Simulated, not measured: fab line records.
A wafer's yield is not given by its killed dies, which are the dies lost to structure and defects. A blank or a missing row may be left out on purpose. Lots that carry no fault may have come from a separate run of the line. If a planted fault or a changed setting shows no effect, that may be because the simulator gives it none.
Which of the tools did it? ; flow n5-finfet ; Sampling: 14 lots, 42 wafers, 6 of 1938 route steps

WHAT THE GAUGES READ, wafer by wafer
N5_BEOL_M11_THK_MEAS_01. Usual: for M11_ILD_THK the level is 268 nm and the standard deviation is 3.6.
lot;measured;on;M11_ILD_THK (nm);flag
L563;day 12 03:14;film-metro-02;266 270 268;
L565;day 12 16:16;film-metro-02;269 277 268;
L566;day 13 06:13;film-metro-01;265 271 272;
L569;day 14 06:45;film-metro-01;265 267 268;
L570;day 14 13:02;film-metro-02;263 265 270;
L571;day 14 22:24;film-metro-02;270 270 274;
L578;day 16 12:17;film-metro-02;268 264 270;
L579;day 16 13:04;film-metro-02;273 270 267;
L581;day 17 06:41;film-metro-01;266 265 265;
L580;day 17 10:48;film-metro-02;267 264 264;
L582;day 17 16:38;film-metro-02;269 267 269;
L584;day 17 21:55;film-metro-02;266 268 272;
L585;day 18 00:02;film-metro-01;268 272 270;
L586;day 18 06:55;film-metro-02;263 270 268;

N5_BEOL_M11_CD_MEAS_18: pitch 140 nm, target cd 70 nm. Usual: cd-nm at 70.0 nm, with a standard deviation of 0.64.
lot;measured;on;cd-nm (nm);flag
L563;day 12 05:52;cd-sem-02;69.7 70.4 69.9;
L565;day 12 18:16;cd-sem-03;69.1 69.3 69.6;
L566;day 13 08:29;cd-sem-02;70.1 71.3 69.6;
L569;day 14 08:15;cd-sem-02;- - -;OFF
L570;day 14 15:29;cd-sem-02;- - -;OFF
L571;day 14 23:52;cd-sem-01;69.8 69.9 70.2;
L578;day 16 15:36;cd-sem-03;70.9 71.3 71.7;
L579;day 16 16:11;cd-sem-03;69.7 69.8 71.1;
L581;day 17 08:18;cd-sem-02;70.2 70.0 69.5;
L580;day 17 12:21;cd-sem-01;69.4 69.6 69.6;
L582;day 17 18:16;cd-sem-02;70.1 69.9 69.9;
L584;day 18 01:29;cd-sem-03;68.8 68.6 69.6;
L585;day 18 01:52;cd-sem-01;70.2 70.2 70.4;
L586;day 18 10:14;cd-sem-03;69.6 70.7 69.5;

TOOL THAT RAN EACH LOT (tool first, then ch and the chambers of the sampled wafers, then the start)
lot;N5_BEOL_M10_ALD_74;N5_BEOL_M10_SURFACE_TREAT_76;N5_BEOL_M11_ETCH_62;N5_BEOL_M11_HM_OPEN_17
L563;ald-metal-02 ch 0,2, day 12 00:19;pvd-sputter-03, day 12 00:46;rie-diel-05 ch 0,2, day 12 05:28;rie-metal-03 ch 0, day 12 05:38
L565;ald-metal-02 ch 0,1,2, day 12 13:08;pvd-sputter-01, day 12 13:29;rie-diel-06 ch 0,2,3, day 12 17:50;rie-metal-03 ch 0,1, day 12 18:01
L566;ald-metal-01 ch 1,2, day 13 03:28;pvd-sputter-01, day 13 03:49;rie-diel-06 ch 0,2,3, day 13 07:59;rie-metal-03 ch 0,1, day 13 08:10
L569;ald-metal-01 ch 2,3, day 14 04:25;pvd-sputter-02, day 14 04:50;rie-diel-05 ch 1,3, day 14 07:53;rie-metal-03 ch 1, day 14 08:04
L570;ald-metal-01 ch 0,1,2, day 14 10:40;pvd-sputter-01, day 14 10:58;rie-diel-06 ch 0,1,2, day 14 15:06;rie-metal-02 ch 0,1, day 14 15:17
L571;ald-metal-03 ch 0,2, day 14 19:37;pvd-sputter-03, day 14 19:58;rie-diel-06 ch 0,1,3, day 14 23:28;rie-metal-02 ch 0,1, day 14 23:40
L578;ald-metal-02 ch 0,2, day 16 09:53;pvd-sputter-02, day 16 10:12;rie-diel-02 ch 0,3, day 16 15:14;rie-metal-02 ch 0,1, day 16 15:25
L579;ald-metal-03 ch 0,1,2, day 16 10:16;pvd-sputter-03, day 16 10:37;rie-diel-02 ch 0,2,3, day 16 15:41;rie-metal-01 ch 0,1, day 16 15:54
L581;ald-metal-01 ch 0,1,3, day 17 02:32;pvd-sputter-02, day 17 04:09;rie-diel-06 ch 0,1,3, day 17 07:56;rie-metal-01 ch 0,1, day 17 08:07
L580;ald-metal-02 ch 2,3, day 17 07:19;pvd-sputter-03, day 17 07:55;rie-diel-05 ch 1,2,3, day 17 11:56;rie-metal-01 ch 0,1, day 17 12:08
L582;ald-metal-02 ch 1,2,3, day 17 13:56;pvd-sputter-03, day 17 14:23;rie-diel-05 ch 1,2, day 17 17:53;rie-metal-01 ch 0,1, day 17 18:05
L584;ald-metal-03 ch 0,1,2, day 17 19:38;pvd-sputter-03, day 17 19:59;rie-diel-06 ch 2,3, day 18 00:59;rie-metal-01 ch 0,1, day 18 01:10
L585;ald-metal-02 ch 0,2, day 17 21:09;pvd-sputter-02, day 17 21:30;rie-diel-02 ch 0,1,3, day 18 01:30;rie-metal-03 ch 0, day 18 01:41
L586;ald-metal-03 ch 1,2,3, day 18 04:08;pvd-sputter-01, day 18 04:31;rie-diel-05 ch 1,2, day 18 09:44;rie-metal-01 ch 0, day 18 09:55
- N5_BEOL_M10_ALD_74: deposits TaN, target thk 2 nm, pulse time 2 s, purge time 3 s.
- N5_BEOL_M10_SURFACE_TREAT_76
- N5_BEOL_M11_ETCH_62: etches SOC in N2/H2, target depth 110 nm, overetch 22 nm, time 165 s.
- N5_BEOL_M11_HM_OPEN_17: chemistry Cl2/BCl3, target TiN, target depth 20 nm, overetch 6 nm.

AS READ BY THE TOOLS THEMSELVES (means over the sampled wafers that have a number; for cases with no such wafer, the mark the record gives instead)
N5_BEOL_M10_ALD_74. Usual: heater-power-w 396 W, standard deviation 44; precursor-vessel-pressure-torr 26.24 Torr, standard deviation 0.053.
lot;tool;heater-power-w (W);precursor-vessel-pressure-torr (Torr);flag
L563;ald-metal-02;373;26.25;
L565;ald-metal-02;394;26.24;
L566;ald-metal-01;354;26.29;
L569;ald-metal-01;356;26.29;
L570;ald-metal-01;383;26.25;
L571;ald-metal-03;457;26.22;
L578;ald-metal-02;392;26.24;
L579;ald-metal-03;434;26.25;
L581;ald-metal-01;404;26.31;
L580;ald-metal-02;341;26.23;
L582;ald-metal-02;340;26.21;
L584;ald-metal-03;435;26.17;
L585;ald-metal-02;388;26.23;
L586;ald-metal-03;431;26.23;

N5_BEOL_M10_SURFACE_TREAT_76. Usual: ar-flow-sccm at 30.00 sccm, with a standard deviation of 0.094.
lot;tool;ar-flow-sccm (sccm);flag
L563;pvd-sputter-03;30.02;
L565;pvd-sputter-01;29.91;
L566;pvd-sputter-01;29.87;
L569;pvd-sputter-02;30.05;
L570;pvd-sputter-01;30.00;
L571;pvd-sputter-03;30.09;
L578;pvd-sputter-02;29.92;
L579;pvd-sputter-03;30.03;
L581;pvd-sputter-02;29.94;
L580;pvd-sputter-03;30.00;
L582;pvd-sputter-03;29.99;
L584;pvd-sputter-03;29.88;
L585;pvd-sputter-02;30.06;
L586;pvd-sputter-01;29.95;

N5_BEOL_M11_ETCH_62. Usual: bias-w 150.0 W, standard deviation 0.45; chamber-pressure-mTorr 30.000 mTorr, standard deviation 0.029; drypump-motor-current-A 5.8 A, standard deviation 0.46; n2-flow-sccm 200.0 sccm, standard deviation 0.5; oes-product-au 0.67 a.u., standard deviation 0.068; rf-vpp-V 523.3 V, standard deviation 3; showerhead-plenum-p-Torr 2.52 Torr, standard deviation 0.11; throttle-valve-pct 17.94 %, standard deviation 0.29.
lot;tool;bias-w (W);chamber-pressure-mTorr (mTorr);drypump-motor-current-A (A);n2-flow-sccm (sccm);oes-product-au (a.u.);rf-vpp-V (V);showerhead-plenum-p-Torr (Torr);throttle-valve-pct (%);flag
L563;rie-diel-05;149.8;30.015;5.9;199.5;0.72;523.8;2.54;17.95;
L565;rie-diel-06;149.9;30.004;5.8;200.3;0.65;521.2;2.44;18.03;
L566;rie-diel-06;150.2;30.002;5.8;200.0;0.65;520.7;2.44;18.03;
L569;rie-diel-05;-;-;-;-;-;-;-;-;OFF
L570;rie-diel-06;-;-;-;-;-;-;-;-;OFF
L571;rie-diel-06;150.2;30.018;5.9;200.2;0.60;520.0;2.40;18.13;
L578;rie-diel-02;150.5;30.007;5.8;199.9;0.72;525.3;2.59;17.67;
L579;rie-diel-02;150.0;30.004;5.5;199.6;0.69;523.6;2.53;17.84;
L581;rie-diel-06;150.1;29.988;5.9;199.9;0.68;523.3;2.50;18.04;
L580;rie-diel-05;150.1;30.006;5.6;199.9;0.72;524.4;2.58;17.84;
L582;rie-diel-05;150.1;29.996;5.7;199.3;0.70;525.6;2.61;17.97;
L584;rie-diel-06;150.0;29.978;6.1;199.6;0.73;526.0;2.61;17.91;
L585;rie-diel-02;150.3;30.034;6.0;199.5;0.70;525.2;2.61;17.84;
L586;rie-diel-05;149.4;30.024;5.9;200.0;0.65;525.6;2.62;18.21;

N5_BEOL_M11_HM_OPEN_17. Usual: drypump-motor-current-A 5.2 A, standard deviation 0.35; oes-product-au 0.71 a.u., standard deviation 0.041; throttle-valve-pct 22.19 %, standard deviation 0.23.
lot;tool;drypump-motor-current-A (A);oes-product-au (a.u.);throttle-valve-pct (%);flag
L563;rie-metal-03;5.0;0.71;21.96;
L565;rie-metal-03;5.1;0.69;22.05;
L566;rie-metal-03;5.3;0.67;22.12;
L569;rie-metal-03;5.3;0.29;22.87;OFF
L570;rie-metal-02;5.4;0.31;22.64;OFF
L571;rie-metal-02;5.6;0.68;21.83;
L578;rie-metal-02;5.6;0.67;21.84;
L579;rie-metal-01;5.3;0.75;22.42;
L581;rie-metal-01;5.1;0.74;22.33;
L580;rie-metal-01;5.1;0.74;22.35;
L582;rie-metal-01;5.3;0.74;22.41;
L584;rie-metal-01;5.1;0.72;22.36;
L585;rie-metal-03;5.0;0.68;21.99;
L586;rie-metal-01;4.8;0.73;22.28;

THE ANSWER, worked out from the rows above alone
Rule: a lot is off if the mean of its wafers that have a number lies more than 3 standard deviations from the usual mean. A lot without any number at a reading at which 4 lots or more have one is off too. Any other lot the step has rows for is counted as sound. Order of review: gauges by route order, followed by the tools' own readings, for which a lot's mean as printed above is used. At the first step where some lot is off, the reading lying furthest off is the one used; lots without a number count as furthest.
Off: L569, L570, at N5_BEOL_M11_CD_MEAS_18 (cd-nm). Without a number there: L569, L570.
If a tool, at a process step before that reading, ran all the lots that are off and no sound lot after the first of them, it fits. Not tried: the gauges at N5_BEOL_M11_CD_MEAS_18; whatever is off there is also off at N5_BEOL_M11_ETCH_62, on other tools, and gauge error can't account for it. Not one of the candidates tried fits.

WHAT THE SIMULATOR HAD INSERTED
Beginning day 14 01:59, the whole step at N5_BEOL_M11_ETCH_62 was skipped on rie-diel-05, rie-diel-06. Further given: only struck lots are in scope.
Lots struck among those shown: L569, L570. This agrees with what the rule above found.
